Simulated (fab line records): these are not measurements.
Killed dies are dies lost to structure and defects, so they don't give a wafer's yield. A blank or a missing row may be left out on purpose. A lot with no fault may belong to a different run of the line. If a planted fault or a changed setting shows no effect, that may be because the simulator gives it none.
Chamber matching :: flow n5_finfet :: N5_BEOL_M5_DESCUM_33 on rie_diel-02: 4 sister chambers
The step chemistry O2, time 7 s. 18 wafers are shown with their chamber, then 9 later ones without.

== EACH WAFER AND ITS CHAMBER ==
wafer: L077.2
chamber: 1
showerhead_plenum_p_Torr (Torr): 2.02
throttle_valve_pct (%): 20.81
drypump_motor_current_A (A): 6.0

wafer: L077.5
chamber: 0
showerhead_plenum_p_Torr (Torr): 2.08
throttle_valve_pct (%): 20.65
drypump_motor_current_A (A): 5.8

wafer: L077.6
chamber: 3
showerhead_plenum_p_Torr (Torr): 2.06
throttle_valve_pct (%): 20.17
drypump_motor_current_A (A): 5.8

wafer: L078.1
chamber: 3
showerhead_plenum_p_Torr (Torr): 2.06
throttle_valve_pct (%): 20.18
drypump_motor_current_A (A): 5.8

wafer: L078.2
chamber: 1
showerhead_plenum_p_Torr (Torr): 2.02
throttle_valve_pct (%): 20.82
drypump_motor_current_A (A): 6.0

wafer: L078.4
chamber: 0
showerhead_plenum_p_Torr (Torr): 2.08
throttle_valve_pct (%): 20.60
drypump_motor_current_A (A): 5.8

wafer: L081.2
chamber: 3
showerhead_plenum_p_Torr (Torr): 2.06
throttle_valve_pct (%): 20.21
drypump_motor_current_A (A): 5.8

wafer: L081.4
chamber: 2
showerhead_plenum_p_Torr (Torr): 2.18
throttle_valve_pct (%): 20.62
drypump_motor_current_A (A): 6.3

wafer: L081.5
chamber: 0
showerhead_plenum_p_Torr (Torr): 2.07
throttle_valve_pct (%): 20.63
drypump_motor_current_A (A): 5.8

wafer: L080.2
chamber: 1
showerhead_plenum_p_Torr (Torr): 2.02
throttle_valve_pct (%): 20.83
drypump_motor_current_A (A): 6.1

wafer: L080.3
chamber: 0
showerhead_plenum_p_Torr (Torr): 2.07
throttle_valve_pct (%): 20.63
drypump_motor_current_A (A): 5.8

wafer: L080.4
chamber: 3
showerhead_plenum_p_Torr (Torr): 2.06
throttle_valve_pct (%): 20.19
drypump_motor_current_A (A): 5.8

wafer: L086.2
chamber: 3
showerhead_plenum_p_Torr (Torr): 2.06
throttle_valve_pct (%): 20.19
drypump_motor_current_A (A): 5.8

wafer: L086.4
chamber: 2
showerhead_plenum_p_Torr (Torr): 2.17
throttle_valve_pct (%): 20.62
drypump_motor_current_A (A): 6.3

wafer: L086.6
chamber: 1
showerhead_plenum_p_Torr (Torr): 2.02
throttle_valve_pct (%): 20.82
drypump_motor_current_A (A): 6.0

wafer: L087.1
chamber: 0
showerhead_plenum_p_Torr (Torr): 2.07
throttle_valve_pct (%): 20.66
drypump_motor_current_A (A): 5.7

wafer: L087.3
chamber: 2
showerhead_plenum_p_Torr (Torr): 2.17
throttle_valve_pct (%): 20.63
drypump_motor_current_A (A): 6.3

wafer: L087.5
chamber: 0
showerhead_plenum_p_Torr (Torr): 2.07
throttle_valve_pct (%): 20.65
drypump_motor_current_A (A): 5.8

SIGNATURES (averages over the wafers above)
reading: showerhead_plenum_p_Torr
chamber 0: 2.0733
chamber 1: 2.0200
chamber 2: 2.1733
chamber 3: 2.0600
scatter within a chamber: 0.00378

reading: throttle_valve_pct
chamber 0: 20.6367
chamber 1: 20.8200
chamber 2: 20.6233
chamber 3: 20.1880
scatter within a chamber: 0.0158

reading: drypump_motor_current_A
chamber 0: 5.783
chamber 1: 6.025
chamber 2: 6.300
chamber 3: 5.800
scatter within a chamber: 0.0336
Rule: for a wafer and a chamber, the distance is found by dividing, reading by reading, the gap between the wafer's reading and the chamber's mean by the reading's scatter, squaring, summing and taking the root. The wafer belongs to the nearest chamber; if the next one is less than 2 further off, it can't be placed. The scatter: take each reading less its chamber's mean, square it, sum over the shown wafers, divide by the number of wafers less the number of chambers, and take the root.

== WAFERS MISSING THEIR CHAMBER ==
wafer: L091.3
showerhead_plenum_p_Torr (Torr): 2.07
throttle_valve_pct (%): 20.65
drypump_motor_current_A (A): 5.7

wafer: L091.4
showerhead_plenum_p_Torr (Torr): 2.07
throttle_valve_pct (%): 20.66
drypump_motor_current_A (A): 5.8

wafer: L091.6
showerhead_plenum_p_Torr (Torr): 2.02
throttle_valve_pct (%): 20.85
drypump_motor_current_A (A): 6.0

wafer: L093.4
showerhead_plenum_p_Torr (Torr): 2.02
throttle_valve_pct (%): 20.85
drypump_motor_current_A (A): 6.0

wafer: L093.5
showerhead_plenum_p_Torr (Torr): 2.07
throttle_valve_pct (%): 20.66
drypump_motor_current_A (A): 5.8

wafer: L093.6
showerhead_plenum_p_Torr (Torr): 2.17
throttle_valve_pct (%): 20.65
drypump_motor_current_A (A): 6.2

wafer: L097.1
showerhead_plenum_p_Torr (Torr): 2.06
throttle_valve_pct (%): 20.67
drypump_motor_current_A (A): 5.8

wafer: L097.3
showerhead_plenum_p_Torr (Torr): 2.01
throttle_valve_pct (%): 20.88
drypump_motor_current_A (A): 6.0

wafer: L097.5
showerhead_plenum_p_Torr (Torr): 2.16
throttle_valve_pct (%): 20.66
drypump_motor_current_A (A): 6.3

== THE CHAMBER EACH PASSED THROUGH ==
wafer: L091.3
from the rows above: 0
in truth: 0

wafer: L091.4
from the rows above: 0
in truth: 0

wafer: L091.6
from the rows above: 1
in truth: 1

wafer: L093.4
from the rows above: 1
in truth: 1

wafer: L093.5
from the rows above: 0
in truth: 0

wafer: L093.6
from the rows above: 2
in truth: 2

wafer: L097.1
from the rows above: 0
in truth: 0

wafer: L097.3
from the rows above: 1
in truth: 1

wafer: L097.5
from the rows above: 2
in truth: 2
9 of 9 placed correctly. Left unplaced by these rows: 0. Placed wrongly: 0.
